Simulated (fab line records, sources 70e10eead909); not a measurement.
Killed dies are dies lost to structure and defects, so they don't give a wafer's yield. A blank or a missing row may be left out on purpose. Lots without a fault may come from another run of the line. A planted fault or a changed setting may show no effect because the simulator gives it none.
fab line records | flow nand_harc
record lots=12 wafers=36 last_day=24
route steps=1159 shown A_CONTACT@883 THIN_TSV@1119 END@1159
lots that met no fault: from a run of the same line without faults
start_h: hours from the record's first day to the start of the lot's first wafer shown | wait_h: hours since the lot's step before | " the same as in the row above | L1.1+2: a row that stands for several wafers | - no value, or no start given | * or withheld: withheld | < > ~ a bound
route shown NAME@n: a module of which the file shows steps, and the number in the route of the first | usual: mean/standard deviation of fault-free wafers | same: alike in all rows | chamber/n: place in a boat | sites: the reading at each site | _std_site: their standard deviation | _edge_site: outer sites' mean less inner sites' | radius_mm: how far each site lies from the wafer's centre | mask NAME#n: copy n | behind: the tool/chamber that last shaped the wafer | hold: why the lot was held/for how many hours/how that ended | device: the transistor (n, p or np) that didn't switch | end of line: the same wafers' tests at the end of the route | a step without rows: its recipe alone | killed: dies lost to structure and defects at the first sort, not the wafer's yield | map: a wafer's dies, x killed, . not, _ none there
set.NAME: the setting as run; set.NAME@STEP: as run at that earlier step | model.NAME: the simulator's own value behind a step, which no gauge read
steps of the route over a sample of lots; a table a step, a row a wafer
services: from which hour (start_h, from the record's first day; less than 0 if before it) a tool's chamber was out of use, for how many hours, and why
## steps
# step NHARC_A_CONTACT_STRIP_56
# recipe time_s=600 temp_c=30 chemistry=post_etch_residue_remover
# usual bath_heat_duty_pct=13.0/1.6
# columns lot.wafer tool chamber start_h wait_h bath_heat_duty_pct
L658.5 wet_bench-03 0 366.90 - 13.7
L658.1 " 1 " " 11.7
L658.6 " 2 " " 14.8
L661.6 wet_bench-03 3 379.57 - 12.8
L661.1 " 4 " " 16.6
L661.5 " 0 " " 13.6
L659.2 wet_bench-06 4 379.77 - 13.2
L659.1 " 5 " " 14.4
L659.4 " 1 " " 13.1
L664.6 wet_bench-03 3 410.29 - 11.5
L664.2 " 6 " " 12.4
L664.5 " 7 " " 12.7
L665.1 wet_bench-03 2 424.45 - 14.6
L665.6 " 4 " " 14.2
L665.5 " 5 " " 13.5
L673.6 wet_bench-04 4 462.67 - 11.4
L673.3 " 5 " " 11.9
L673.4 " 7 " " 13.2
L674.1 wet_bench-04 0 470.97 - 13.3
L674.6 " 2 " " 13.8
L674.5 " 5 " " 12.3
L677.4 wet_bench-03 3 478.59 - 12.6
L677.1 " 4 " " 14.9
L677.2 " 5 " " 15.4
L679.5 wet_bench-03 3 480.57 - 12.3
L679.6 " 6 " " 12.6
L679.1 " 7 " " 12.7
L676.5 wet_bench-03 2 500.35 - 13.8
L676.6 " 5 " " 14.2
L676.1 " 7 " " 12.3
L681.5 wet_bench-06 5 506.36 - 14.4
L681.6 " 0 " " 9.7
L681.3 " 1 " " 12.2
L680.3 wet_bench-03 1 507.26 - 11.6
L680.6 " 2 " " 14.5
L680.4 " 4 " " 15.7
# step NHARC_THIN_TSV_ETCH_44
# recipe target_depth_a=15942 time_s=797.1 cf4_flow_sccm=150 o2_flow_sccm=10 ar_flow_sccm=0 rf_w=300 bias_w=800 chemistry=CF4/O2
# usual cf4_flow_sccm=150.0/0.4 drypump_motor_current_A=5.5/0.56 oes_product_au=0.999/0.0074 rf_vpp_V=792/4.3 showerhead_plenum_p_Torr=1.79/0.067 throttle_valve_pct=16.915/0.0092
# columns lot.wafer tool chamber start_h wait_h cf4_flow_sccm drypump_motor_current_A oes_product_au rf_hours_counter_h rf_vpp_V showerhead_plenum_p_Torr throttle_valve_pct
L658.1 rie_diel-12 0 423.48 0.2 149.6 5.4 0.994 3 794 1.83 16.902
L658.5 " 2 " " 150.1 5.6 0.990 - 796 1.86 16.923
L658.6 " 3 " " 149.8 6.4 0.998 - 787 1.72 16.909
L661.1 rie_diel-11 2 430.52 0.1 149.9 6.2 0.993 5 787 1.72 16.925
L661.6 " 1 " " 149.7 4.7 0.999 - 790 1.76 16.934
L661.5 " 2 " " 149.8 6.2 0.994 - 788 1.72 16.921
L659.2 rie_diel-07 1 434.08 0.1 149.8 5.2 0.999 1 790 1.77 16.917
L659.1 " 2 " " 150.3 5.6 1.001 1 793 1.79 16.914
L659.4 " 3 " " 150.4 5.2 0.998 1 800 1.94 16.926
L664.2 rie_diel-11 1 457.99 0.1 150.5 4.7 1.006 6 789 1.76 16.899
L664.5 " 0 " " 150.0 6.1 1.012 - 793 1.83 16.917
L664.6 " 1 " " 150.2 4.7 1.006 - 789 1.76 16.916
L665.1 rie_diel-07 3 485.72 0.2 150.3 5.2 0.988 5 802 1.94 16.910
L665.5 " 1 " " 149.7 5.2 1.003 - 789 1.77 16.912
L665.6 " 2 " " 150.1 5.5 1.012 - 792 1.79 16.910
L673.4 rie_diel-11 1 519.50 0.1 150.5 4.7 0.994 10 790 1.75 16.913
L673.3 " 2 " " 150.5 6.2 1.006 11 786 1.72 16.914
L673.6 " 0 " " 150.2 6.0 0.999 - 795 1.83 16.914
L674.1 rie_diel-11 0 528.36 0.2 150.1 6.1 0.991 11 793 1.83 16.919
L674.6 " 2 " " 150.4 6.2 0.991 - 788 1.72 16.910
L674.5 " 3 " " 149.6 4.8 1.000 - 788 1.72 16.919
L677.4 rie_diel-11 1 534.95 0.1 149.9 4.7 0.987 12 788 1.75 16.913
L677.2 " 2 " " 150.1 6.2 0.997 12 786 1.72 16.910
L677.1 " 0 " " 150.1 6.0 0.986 11 793 1.83 16.922
L679.1 rie_diel-12 2 537.33 0.1 151.0 5.5 1.003 16 795 1.85 16.909
L679.5 " 0 " " 149.6 5.4 0.993 - 794 1.83 16.921
L679.6 " 3 " " 150.4 6.4 1.006 - 785 1.71 16.919
L676.1 rie_diel-07 1 545.42 0.1 149.3 5.2 0.999 8 791 1.76 16.904
L676.6 " 0 " " 150.5 6.0 0.994 - 791 1.76 16.927
L676.5 " 1 " " 150.3 5.2 0.996 - 791 1.76 16.912
L681.3 rie_diel-11 3 558.53 0.2 150.1 4.8 1.009 0 785 1.72 16.897
L681.5 " 1 " " 150.3 4.7 1.006 - 790 1.75 16.910
L681.6 " 2 " " 149.5 6.2 1.015 - 787 1.72 16.904
L680.3 rie_diel-11 1 562.45 0.2 149.9 4.7 1.004 1 789 1.75 16.923
L680.4 " 2 " " 149.5 6.2 1.004 1 787 1.72 16.926
L680.6 " 3 " " 150.3 4.8 0.993 - 787 1.72 16.919
# step NHARC_THIN_TSV_DESCUM_35
# recipe time_s=3 o2_flow_sccm=200 ar_flow_sccm=0 bias_power_w=0 chemistry=O2
# usual drypump_motor_current_A=5.6/0.49 oes_product_au=0.998/0.0069 rf_vpp_V=57.7/0.91 showerhead_plenum_p_Torr=1.89/0.081 throttle_valve_pct=11.311/0.0086
# columns lot.wafer tool chamber start_h wait_h drypump_motor_current_A oes_product_au rf_hours_counter_h rf_vpp_V showerhead_plenum_p_Torr throttle_valve_pct
L658.1 rie_diel-11 2 429.07 - 6.3 0.999 5 56.4 1.79 11.320
L658.5 " 1 " " 4.7 1.000 - 57.2 1.83 11.323
L658.6 " 2 " " 6.2 0.991 - 56.1 1.79 11.303
L661.1 rie_diel-11 2 436.53 - 6.2 1.002 6 57.3 1.79 11.326
L661.5 " 3 " " 4.8 1.004 - 57.9 1.79 11.306
L661.6 " 0 " " 6.0 0.987 - 59.4 1.91 11.323
L659.1 rie_diel-11 0 439.86 - 6.1 0.991 6 57.6 1.91 11.311
L659.2 " 1 " " 4.6 1.002 5 58.2 1.83 11.312
L659.4 " 2 " " 6.2 0.997 6 59.0 1.79 11.299
L664.2 rie_diel-12 0 463.72 - 5.4 0.998 8 58.9 1.91 11.325
L664.6 " 1 " " 5.4 1.004 - 57.3 2.00 11.309
L664.5 " 2 " " 5.6 0.987 - 57.7 1.94 11.323
L665.1 rie_diel-12 2 491.44 - 5.6 0.995 10 57.3 1.94 11.311
L665.5 " 1 " " 5.4 1.003 - 57.4 2.00 11.298
L665.6 " 2 " " 5.6 1.001 - 57.6 1.94 11.312
L673.4 rie_diel-11 3 525.19 - 4.8 1.001 11 57.5 1.79 11.326
L673.3 " 0 " " 6.1 0.993 11 56.7 1.91 11.320
L673.6 " 1 " " 4.7 1.000 - 58.0 1.83 11.306
L674.1 rie_diel-07 0 534.43 - 6.0 1.000 7 56.7 1.83 11.309
L674.6 " 0 " " 6.0 1.007 - 58.4 1.83 11.300
L674.5 " 1 " " 5.2 1.001 - 56.9 1.84 11.308
L677.1 rie_diel-12 2 540.72 - 5.6 0.999 16 58.0 1.94 11.308
L677.2 " 3 " " 6.4 0.995 15 56.7 1.78 11.300
L677.4 " 3 " " 6.4 0.998 - 57.2 1.78 11.312
L679.1 rie_diel-07 0 545.06 - 6.0 0.997 7 58.1 1.83 11.312
L679.5 " 3 " " 5.1 0.997 - 57.5 2.03 11.309
L679.6 " 0 " " 6.0 0.999 - 57.4 1.83 11.319
L676.1 rie_diel-12 3 551.74 - 6.4 0.998 16 57.1 1.78 11.301
L676.5 " 3 " " 6.4 0.998 - 56.9 1.78 11.327
L676.6 " 0 " " 5.4 1.003 - 57.2 1.91 11.310
L681.3 rie_diel-07 0 564.29 - 6.0 0.998 9 55.7 1.83 11.312
L681.5 " 2 " " 5.5 0.996 - 59.8 1.87 11.309
L681.6 " 3 " " 5.2 0.990 - 58.8 2.03 11.306
L680.3 rie_diel-07 3 568.42 - 5.2 0.989 9 58.8 2.03 11.310
L680.4 " 2 " " 5.6 0.993 10 58.4 1.87 11.314
L680.6 " 3 " " 5.1 0.984 - 58.5 2.03 11.308
# step NHARC_THIN_TSV_ETCH_59
# recipe target_depth_a=8800 icp_w=900 bias_w=100 Cl2_flow_sccm=60 bcl3_flow_sccm=30 time_s=138.1 chemistry=Cl2/BCl3
# usual drypump_motor_current_A=5.33/0.16 mfc_cl2_sccm=60.01/0.19 oes_product_au=0.999/0.0083 throttle_valve_pct=22.263/0.01
# columns lot.wafer tool chamber start_h wait_h drypump_motor_current_A mfc_cl2_sccm oes_product_au rf_hours_counter_h throttle_valve_pct
L658.1 rie_metal-02 0 429.23 0.1 5.42 60.08 0.999 0.4 22.267
L658.5 " 1 " " 5.04 59.83 0.997 - 22.281
L658.6 " 0 " " 5.41 59.73 0.997 - 22.268
L661.1 rie_metal-02 0 436.62 0.1 5.44 59.91 0.995 1.1 22.260
L661.5 " 0 " " 5.43 60.34 1.004 - 22.245
L661.6 " 0 " " 5.44 59.90 1.001 - 22.253
L659.1 rie_metal-03 1 439.99 0.1 5.49 60.20 1.006 5.1 22.260
L659.2 " 0 " " 5.36 60.24 1.009 4.7 22.256
L659.4 " 1 " " 5.49 60.20 1.024 - 22.263
L664.2 rie_metal-03 1 463.82 0.1 5.50 59.61 1.004 0.0 22.264
L664.6 " 1 " " 5.48 59.64 1.005 - 22.265
L664.5 " 0 " " 5.35 59.79 1.008 - 22.250
L665.1 rie_metal-03 0 491.56 0.1 5.33 60.31 1.000 0.6 22.264
L665.5 " 0 " " 5.34 60.35 1.006 - 22.259
L665.6 " 1 " " 5.49 60.01 1.004 - 22.261
L673.4 rie_metal-02 0 525.36 0.2 5.43 59.88 1.001 - 22.264
L673.3 " 1 " " 5.00 59.98 0.996 - 22.281
L673.6 " 0 " " 5.42 60.09 1.004 - 22.279
L674.1 rie_metal-01 1 534.60 0.2 5.07 59.63 0.998 0.5 22.262
L674.5 " 0 " " 5.21 59.88 0.994 - 22.246
L674.6 " 1 " " 5.10 59.64 1.005 - 22.266
L677.1 rie_metal-01 0 540.88 0.1 5.18 59.86 0.994 1.0 22.265
L677.2 " 1 " " 5.07 60.22 0.996 1.0 22.246
L677.4 " 0 " " 5.20 59.89 0.998 - 22.280
L679.1 rie_metal-03 1 545.21 0.1 5.49 59.68 1.011 2.3 22.250
L679.5 " 0 " " 5.35 60.05 0.992 - 22.247
L679.6 " 1 " " 5.48 59.69 1.006 - 22.278
L676.1 rie_metal-03 1 551.86 0.1 5.48 60.05 1.012 2.5 22.258
L676.6 " 1 " " 5.48 60.02 0.999 - 22.260
L676.5 " 0 " " 5.33 59.85 1.002 - 22.275
L681.3 rie_metal-03 1 564.47 0.2 5.50 60.05 0.988 - 22.252
L681.5 " 1 " " 5.48 59.99 1.008 - 22.258
L681.6 " 0 " " 5.33 60.32 1.000 - 22.268
L680.3 rie_metal-03 1 568.63 0.2 5.49 60.16 0.999 - 22.272
L680.4 " 0 " " 5.36 59.93 0.993 - 22.281
L680.6 " 0 " " 5.35 60.02 0.985 - 22.258
# step NHARC_END_SORT_01
# recipe temp_c=25
# usual killed_at_array=31/12 killed_at_other=0.6/0.85 killed_at_periphery=3.0/2.3 killed_dies=35/12 killed_open=3.2/1.9 killed_short=1.8/1.4
# same gross_dies=677
# columns lot.wafer tool chamber start_h wait_h killed_at_array killed_at_other killed_at_periphery killed_dies killed_open killed_short
L664.2 prober-02 0 473.34 2.8 92 1 6 99 3 2
L664.5 prober-02 0 475.73 3.7 71 0 4 75 7 1
L664.6 prober-02 0 476.52 4.0 85 2 3 90 2 2
L665.1 prober-02 0 500.94 2.5 75 0 0 75 0 2
L665.5 prober-02 0 504.14 3.7 94 1 4 99 7 2
L665.6 prober-02 0 504.94 4.0 94 1 0 95 2 2
# killed by level:class
L664.2 A_CONTACT:unspecified=71 A_STAIRCASE:chamber_film_flake=8 A_CHANNEL_HOLE_D1:chamber_film_flake=3 A_SLIT:chamber_film_flake=3 P_GATE:chamber_film_flake=2 P_M2:chamber_film_flake=2 A_WL_FILL:chamber_film_flake=2 A_CONTACT:chamber_film_flake=2
L664.5 A_CONTACT:unspecified=55 A_CONTACT:chamber_film_flake=4 A_STAIRCASE:chamber_film_flake=3 A_M0:geometric_particle:open=2 P_CONTACT:geometric_particle:open=1 A_SOURCE_PLATE:geometric_particle:short=1 A_ONON_D1:geometric_particle:open=1 A_CONTACT:geometric_particle:open=1
L664.6 A_CONTACT:unspecified=70 A_CHANNEL_HOLE_D1:chamber_film_flake=6 A_STAIRCASE:chamber_film_flake=4 A_SLIT:chamber_film_flake=2 THIN_TSV:chamber_film_flake=2 P_GATE:geometric_particle:short=1 P_M0:geometric_particle:open=1 A_CONTACT:geometric_particle:short=1
L665.1 A_CONTACT:unspecified=35 A_SLIT:chamber_film_flake=14 A_STAIRCASE:chamber_film_flake=12 A_CONTACT:chamber_film_flake=8 A_CHANNEL_HOLE_D1:chamber_film_flake=3 A_SOURCE_PLATE:geometric_particle:short=1 A_WL_FILL:geometric_particle:short=1 A_WL_FILL:chamber_film_flake=1
L665.5 A_CONTACT:unspecified=66 A_STAIRCASE:chamber_film_flake=7 A_SLIT:chamber_film_flake=5 A_CHANNEL_HOLE_D1:chamber_film_flake=4 A_CONTACT:chamber_film_flake=4 A_BLC:geometric_particle:open=2 A_M0:geometric_particle:open=2 P_CONTACT:geometric_particle:open=1
L665.6 A_CONTACT:unspecified=56 A_STAIRCASE:chamber_film_flake=14 A_SLIT:chamber_film_flake=9 A_CHANNEL_HOLE_D1:chamber_film_flake=5 A_CONTACT:chamber_film_flake=4 A_ONON_D1:geometric_particle:open=2 A_ONON_D1:geometric_particle:short=2 A_WL_FILL:chamber_film_flake=2
## services
# columns tool chamber start_h hours kind
rie_metal-03 0 343.09 2.8 repair
rie_metal-02 0 347.29 8.6 repair
rie_diel-12 1 347.59 5.7 repair
rie_diel-11 - 366.50 9.0 pm
wet_bench-03 - 371.25 8.0 pm
rie_diel-12 - 379.40 9.0 pm
rie_metal-02 - 388.00 9.0 pm
rie_diel-11 2 393.55 4.1 repair
rie_diel-11 1 396.35 8.9 repair
rie_diel-07 - 405.58 9.0 pm
rie_metal-02 1 430.40 27.4 repair
rie_diel-07 1 448.00 10.0 repair
rie_metal-03 - 453.00 9.0 pm
rie_diel-11 0 468.15 14.7 repair
wet_bench-03 - 473.19 0.8 repair
wet_bench-06 - 481.60 8.0 pm
rie_diel-11 2 486.28 1.2 repair
rie_diel-11 1 497.02 2.7 repair
rie_diel-12 1 535.32 6.1 repair
rie_diel-11 - 543.50 9.0 pm
wet_bench-03 - 547.25 8.0 pm
rie_diel-12 - 556.40 9.0 pm
rie_diel-11 - 560.86 0.5 repair
rie_metal-02 - 565.00 9.0 pm
## key
first_sign step=NHARC_END_SORT_01 reading=killed_dies direction=up sigmas=4.7 usual=35 struck=89
effect step=NHARC_END_SORT_01 reading=killed_at_array direction=up sigmas=4.6 usual=31 struck=85
more_kills_born_at NHARC_A_CONTACT_STRIP_56@wet_bench-03=353
met_at NHARC_A_CONTACT_STRIP_56
struck_lots L664,L665
tester_left_out L664,L665
not_acting_at NHARC_THIN_TSV_ETCH_44,NHARC_THIN_TSV_DESCUM_35,NHARC_THIN_TSV_ETCH_59
onset_between 379.57 410.29
fault kind=chamber_particle_source tool=wet_bench-03 chamber=- onset_h=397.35 steps=NHARC_A_CONTACT_STRIP_56 rate_per_visit_cm2=0.39452 end_h=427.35
# tester_left_out: of these lots the tester's yield and bins aren't shown, on N5 and GAA mostly nor the transistor test; their killed dies are dies lost to structure and defects alone, not to doping, threshold or leakage, so they don't give the yield
